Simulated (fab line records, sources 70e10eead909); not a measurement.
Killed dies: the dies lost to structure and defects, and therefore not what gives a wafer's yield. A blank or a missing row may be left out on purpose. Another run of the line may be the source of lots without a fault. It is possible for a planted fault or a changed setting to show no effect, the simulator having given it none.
Matching of chambers + flow nand harc + NHARC_A_BLC_ALD_23 on ald metal-01: 4 sister chambers
The step deposits TiN, target thk 3 nm, pulse time 1 s, ald cycles 150. 8 wafers are shown with their chamber, then 8 later ones without.

== WAFERS WITH THEIR CHAMBER ==
| wafer  | chamber | heater power w (W) | precursor pulse height rel |
|--------|---------|--------------------|----------------------------|
| L080.2 | 2       | 1000               | 1.026                      |
| L080.3 | 1       | 1187               | 0.984                      |
| L085.3 | 0       | 1227               | 1.016                      |
| L085.6 | 3       | 1091               | 0.997                      |
| L088.2 | 3       | 1096               | 0.989                      |
| L088.4 | 1       | 1141               | 1.014                      |
| L088.5 | 0       | 1198               | 1.009                      |
| L090.1 | 2       | 993                | 1.000                      |

== WAFERS WHOSE CHAMBER IS MISSING ==
| wafer  | heater power w (W) | precursor pulse height rel |
|--------|--------------------|----------------------------|
| L090.3 | 1135               | 1.030                      |
| L090.4 | 1153               | 1.001                      |
| L095.2 | 1050               | 1.023                      |
| L095.4 | 1137               | 0.998                      |
| L095.5 | 1073               | 0.998                      |
| L097.1 | 1186               | 0.963                      |
| L097.3 | 1053               | 1.043                      |
| L097.5 | 1158               | 0.979                      |

== THE CHAMBER EACH PASSED THROUGH ==
| wafer  | from the rows above          | in truth                   |
|--------|------------------------------|----------------------------|
| L090.3 | can't be placed: 1 or 3 or 0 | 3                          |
| L090.4 | 1                            | 1                          |
| L095.2 | can't be placed: 2 or 3      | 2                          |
| L095.4 | can't be placed: 1 or 3      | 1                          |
| L095.5 | 3                            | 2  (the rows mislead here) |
| L097.1 | can't be placed: 1 or 0      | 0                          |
| L097.3 | can't be placed: 2 or 3      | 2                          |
| L097.5 | 1                            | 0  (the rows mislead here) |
Correct placement for 1 of the 8. From these rows, 5 cannot be placed; in 5 the true chamber is one of the candidates. Placed wrongly: 2.
How it was worked out, from the rows above alone: a wafer's distance from a chamber is the root of the sum, over the readings, of the square of ((its reading less the chamber's mean) divided by the reading's scatter). The wafer belongs to the nearest chamber; if the next one is less than 2 further off, it can't be placed. Each chamber's mean is taken over the wafers shown for it. The scatter: the root of (the sum of the squares of (reading less its chamber's mean) over the shown wafers, divided by (wafers less chambers)).
